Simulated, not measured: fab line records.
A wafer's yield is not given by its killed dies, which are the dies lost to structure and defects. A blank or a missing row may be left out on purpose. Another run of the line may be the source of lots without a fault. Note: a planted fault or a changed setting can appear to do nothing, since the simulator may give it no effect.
A lot that was struck, set against a sound lot || flow n5 finfet || 39 steps out of a route of 1938
Sound: the wafers L358.1, L358.2, L358.3. Struck: wafer L360.4 (left out: L360.6, a lot-mate that was not struck); the cause follows at the end.
At each step with rows: each side's tool, then ch and its chambers, then its first start. Under that, the readings that differ: sound wafers || struck wafers || difference of the means || sigmas: that difference in standard deviations of wafers without a fault.
alike: words and numbers the same on both sides, and readings whose means are apart by under 2 such deviations; not compared: readings that were withheld, readings missing a value for some wafer, numbers with overlapping values and no deviation given by the record, and bounds like >300 which may hide the same value.
A row with sigmas, a row that says differs or no value, or rows on one side alone: a step with any of these is where the two part. Numbers that don't overlap but have no deviation are shown without sigmas and don't part them. A reading that every wafer of one side lacks parts them only if that side has two wafers or more.

first, 10 steps without rows for these wafers: N5_DUMMY_REMOVAL_HM_STRIP_01 (strips SiNx in CH3F/O2, stops on poly-Si, target depth 4 nm, time 6.8 s); N5_DUMMY_REMOVAL_STRIP_10 (strips in N2/H2, time 40 s); N5_DUMMY_REMOVAL_PRECLEAN_07 (cleans in dHF, time 30 s); N5_DUMMY_REMOVAL_DUMMY_REMOVE_02 (chemistry TMAH, target poly-Si, stops on SiO2, target depth 142 nm, time 57 s, rinse time 30 s); N5_DUMMY_REMOVAL_PRECLEAN_08 (cleans in NF3:NH3, afs cycles 2, time 20 s, sublimation time 60 s); N5_DUMMY_REMOVAL_PRECLEAN_04 (cleans in DHF, time 37 s); N5_DUMMY_REMOVAL_SRD_05 (time 30 s); N5_HKMG_FIN_IL_REGROW_00 (material SiO2, chemistry O3, target thk 0.75 nm, time 30 s); N5_HKMG_FIN_HK_ALD_01 (deposits HfO2, target thk 1.6 nm, pulse time 3 s, purge time 3 s); N5_HKMG_FIN_HK_ANNEAL_02 (time 30 s).
N5_HKMG_FIN_ALD_74: deposits La2O3, target thk 0.5 nm, pulse time 6 s, co reactant pulse time 1 s.
  sound on ald hk-03 ch 0,1,3, day 4 05:14; struck on ald hk-03 ch 2, day 4 13:38
  alike: heater power outer w, heater power w, precursor pulse height rel
then, 26 steps without rows for these wafers: N5_HKMG_FIN_ALD_75 (deposits Al2O3, target thk 1 nm, co reactant pulse time 1 s); N5_HKMG_FIN_COAT_41 (time 60 s, resist thk 300 nm); N5_HKMG_FIN_COAT_42 (time 60 s, resist thk 35 nm); N5_HKMG_FIN_COAT_43 (resist thk 90 nm); N5_HKMG_FIN_EBR_45; N5_HKMG_FIN_SOFTBAKE_44 (time 60 s); N5_HKMG_FIN_EXPOSE_46 (exposes mask NDIPOLE); N5_HKMG_FIN_PEB_47 (peb time 60 s); N5_HKMG_FIN_DEVELOP_48 (develop time 30 s); N5_HKMG_FIN_DESCUM_53 (chemistry O2, time 7.9 s); N5_HKMG_FIN_ETCH_54 (etches SiARC in CF4, target depth 45.5 nm, time 75.8 s); N5_HKMG_FIN_ETCH_55 (etches SOC in N2/H2, target depth 240 nm, time 300 s); N5_HKMG_FIN_STRIP_56 (strips in N2/H2); N5_HKMG_FIN_STRIP_57 (strips in CF4); N5_HKMG_FIN_ETCH_58 (etches SOC in N2/H2, target depth 215.8 nm, time 741 s); N5_HKMG_FIN_STRIP_93 (strips SOC in N2/H2, time 20 s); N5_HKMG_FIN_WET_ETCH_76 (etches Al2O3 in dNH4OH, stops on La2O3, target depth 2.25 nm, rinse time 30 s); N5_HKMG_FIN_STRIP_60 (strips in N2/H2, time 360 s); N5_HKMG_FIN_WET_ETCH_77 (etches La2O3 in dHCl, stops on HfO2, target depth 2 nm); N5_HKMG_FIN_WET_ETCH_78 (etches Al2O3 in dNH4OH, stops on La2O3, target depth 4.5 nm, rinse time 30 s); N5_HKMG_FIN_ALD_79 (deposits TiN, target thk 1.5 nm, pulse time 1 s, purge time 3 s); N5_HKMG_FIN_CVD_62 (deposits a-Si from Si2H6, target thk 3 nm, time 20.8 s); N5_HKMG_FIN_RTA_80 (time 2 s); N5_HKMG_FIN_PRECLEAN_64 (cleans in dHF, time 30 s); N5_HKMG_FIN_WET_ETCH_65 (etches a-Si in TMAH, stops on TiN, time 49 s, target depth 3 nm); N5_HKMG_FIN_WET_ETCH_81 (etches TiN in SC1, stops on HfO2, time 57 s, target depth 6 nm).
-- record jumps: 4 days separate the struck wafers' starts on either side; left off in module HKMG_FIN, taken up again in module BEOL_M4, whose first shown step is the route's number 1111 --
N5_BEOL_M4_RC_MEAS_101:
  sound on prober-01 ch 0, day 7 14:26; struck on prober-02 ch 0, day 8 09:10
{"reading": "IOFF_P (nA/um)", "sound": "0.23 0.21 0.21", "struck": 0.96, "difference": "+0.74", "sigmas": "+20"}
{"reading": "IOFF_P_85C (nA/um)", "sound": "3.8 3.5 3.5", "struck": 12.5, "difference": "+8.9", "sigmas": "+16"}
{"reading": "IOFF_P_LIN (nA/um)", "sound": "0.107 0.100 0.101", "struck": 0.434, "difference": "+0.331", "sigmas": "+22"}
{"reading": "IOFF_P_LONG (nA/um)", "sound": "0.000108 0.000106 0.000107", "struck": 0.000384, "difference": "+0.000277", "sigmas": "+23"}
{"reading": "ION_P (uA/um)", "sound": "466 459 466", "struck": 529, "difference": "+65", "sigmas": "+8"}
{"reading": "VT_N_LVT (mV)", "sound": "99 104 101", "struck": 136, "difference": "+35", "sigmas": "+11"}
{"reading": "VT_P (mV)", "sound": "-252 -250 -250", "struck": -210, "difference": "+41", "sigmas": "+11"}
{"reading": "VT_P_LONG (mV)", "sound": "-276 -275 -274", "struck": -233, "difference": "+42", "sigmas": "+11"}
  alike: DIBL_N, DIBL_P, IOFF_N, ION_N, SS_N, SS_P, VT_N
-- record jumps: 4 days separate the struck wafers' starts on either side; left off in module BEOL_M4, taken up again in module PASSIVATION, whose first shown step is the route's number 1936 --
N5_PASSIVATION_PROBE_49:
  sound on prober-02, day 11 08:49; struck on prober-02, day 12 14:32
{"reading": "sort_bin_4_leakage (%)", "sound": "0 0 0", "struck": 88.64, "difference": "+88.64", "sigmas": "+99 or more"}
{"reading": "sort n pass", "sound": "1055 1098 1064", "struck": 37, "difference": -1035, "sigmas": -54}
{"reading": "sort yield pct (%)", "sound": "89.4 93.1 90.2", "struck": 3.1, "difference": -87.8, "sigmas": -55}
  alike: defect limited yield, killed_at_M0_to_M3, killed_at_M4_up, killed at contacts, killed at front end, killed at other, killed dies, killed open, killed short, sort_bin_5_function, sort_bin_6_memory

WHERE THEY PART
First at N5_BEOL_M4_RC_MEAS_101; last, within this record, at N5_PASSIVATION_PROBE_49.

WHY: whatever the simulator had introduced
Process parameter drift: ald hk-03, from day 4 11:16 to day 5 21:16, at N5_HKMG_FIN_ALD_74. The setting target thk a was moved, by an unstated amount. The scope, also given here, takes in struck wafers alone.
